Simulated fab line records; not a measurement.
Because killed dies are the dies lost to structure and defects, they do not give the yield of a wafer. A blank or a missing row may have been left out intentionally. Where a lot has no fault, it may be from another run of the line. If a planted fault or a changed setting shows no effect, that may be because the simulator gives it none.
Split-lot study	flow n5-finfet	7 lots, 21 wafers read, on a route of 1938 steps

ABOUT THE SPLIT
At N5_BEOL_M0_SAQP_PECVD_96 (deposits a-Si from SiH4/He, target thk 45 nm, time 45.2 s), the setting time-s was moved away from the recipe's 45.2 s on 5 of the 21 wafers read, by -12.7% to +8.0%. For the rest of the wafers, this setting stayed at what the recipe calls for.

FROM THE SPLIT TO THE READING: what the file shows between them, 6 steps
- N5_BEOL_M0_SAQP_EXPOSE_11: exposes mask M0 CORE, target cd 42 nm (also split here: dose-mj)
- N5_BEOL_M0_SAQP_PEB_12: peb time 60 s
- N5_BEOL_M0_SAQP_DEVELOP_13: develop time 30 s
- N5_BEOL_M0_SAQP_CD_MEAS_14: target cd 42.5 nm
- N5_BEOL_M0_SAQP_ETCH_101: etches SiNx in CH3F/O2, target depth 29.9 nm, time 42.7 s
- N5_BEOL_M0_SAQP_ETCH_102: etches SiO2 in CF4, target depth 4 nm, time 4.4 s

THE READING
etch.depth-nm (the simulator's own value, which no gauge read), in nm, at N5_BEOL_M0_SAQP_MANDREL_ETCH_103 (etches a-Si in HBr/Cl2, stops on SiCN, target depth 45 nm, bt time 10 s, time 27 s). There is no usual value for it anywhere in the file. Average 44.85 nm, standard deviation 0.43 nm, over the 16 wafers here run with the recipe.

wafer	tool, chamber at the split	time-s as run, s	against the recipe	etch.depth-nm, nm	against lot-mates on the recipe
L076.1	pecvd-01, 0	45.2	recipe	44.41	-
L076.2	pecvd-01, 2	40.22	-11.0%	39.99	-5.11
L076.4	pecvd-01, 2	45.2	recipe	45.8	-
L083.1	pecvd-04, 2	45.2	recipe	44.48	-
L083.3	pecvd-04, 1	45.2	recipe	44.6	-
L083.4	pecvd-04, 2	45.2	recipe	44.94	-
L088.3	pecvd-04, 2	48.82	+8.0%	48.34	+3.71
L088.5	pecvd-04, 1	48.82	+8.0%	48.8	+4.17
L088.6	pecvd-04, 0	45.2	recipe	44.63	-
L089.1	pecvd-04, 0	45.2	recipe	43.95	-
L089.2	pecvd-04, 1	45.2	recipe	44.55	-
L089.5	pecvd-04, 1	45.2	recipe	45.15	-
L090.1	pecvd-02, 2	45.2	recipe	44.77	-
L090.3	pecvd-02, 0	40.63	-10.1%	40.42	-4.70
L090.4	pecvd-02, 2	45.2	recipe	45.46	-
L093.1	pecvd-02, 2	45.2	recipe	44.82	-
L093.3	pecvd-02, 0	45.2	recipe	44.91	-
L093.5	pecvd-02, 0	39.47	-12.7%	39.79	-5.07
L096.1	pecvd-01, 1,2	45.2	recipe	45.28	-
L096.2	pecvd-01, 0	45.2	recipe	44.71	-
L096.3	pecvd-01, 1,2	45.2	recipe	45.11	-
When a row names more than one chamber, that row covers several wafers, and the file does not tell which wafer ran in which chamber.

FIT RESULTS
A straight line over all 21 wafers: etch.depth-nm changes by +0.435 nm for each +1% of time-s; r = +0.98; the points scatter about the line by 0.42 nm.
The same after taking each lot's own level away (the mean of its wafers on the recipe; 21 wafers): +0.453 nm for each +1%; r = +0.99; scatter 0.39 nm.
According to that fit, moving time-s by its largest amount changes the reading by 5.7 nm.
The span of the lots' own levels, 44.550 to 45.115 nm, comes to 1.3 times the standard deviation stated above.
Hence the lot-to-lot level has little effect on the slope; both slopes agree.
Check: for one of the wafers moved furthest among these (-12.7%), held out of the fit, the line's prediction against its lot-mates is -5.99 nm. Against them it came out at -5.07 nm.

ADDITIONAL SPLITS CARRIED BY THESE WAFERS
Before the reading, these wafers also passed through other splits. Each is held against what the fit with the lots' levels taken away leaves over:
other split on the same wafers	wafers away from the commonest value	r with etch.depth-nm (lot level and that fit taken away)
N5_HKMG_FIN_COAT_43 spin-rpm	5	+0.13
N5_HKMG_FIN_ETCH_54 source-w	6	-0.33
N5_GATE_CUT_CUT_ETCH_54 bias-w	8	+0.29
N5_MOL_CONTACT_COAG_ALD_27 ald-cycles	8	-0.03
N5_MOL_CONTACT_COAG_COAT_76 spin-rpm	5	+0.03
N5_MOL_CONTACT_COAG_EXPOSE_81 dose-mj	8	-0.10
N5_MOL_CONTACT_COAG_ETCH_91 time-s	7	-0.06
N5_BEOL_M0_SAQP_EXPOSE_11 dose-mj	8	+0.15

THE WHOLE CHAIN: every reading that the file lists as answering this split, in the file's order
step	what it does	reading	change (the file's fit)	r (the file's)
N5_BEOL_M0_SAQP_PECVD_96	deposits a-Si from SiH4/He, target thk 45 nm, time 45.2 s	a-Si_of_BEOL_M0_SAQP_PECVD_96.thk-nm (the simulator's own value, which no gauge read)	+0.447 nm for each +1% of the setting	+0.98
N5_BEOL_M0_SAQP_MANDREL_ETCH_103	etches a-Si in HBr/Cl2, stops on SiCN, target depth 45 nm, bt time 10 s, time 27 s	etch.depth-nm (the simulator's own value, which no gauge read)	+0.445 nm for each +1% of the setting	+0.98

FILE'S OWN FIT
etch.depth-nm changes by +0.445 nm for each +1% of time-s, r = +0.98.
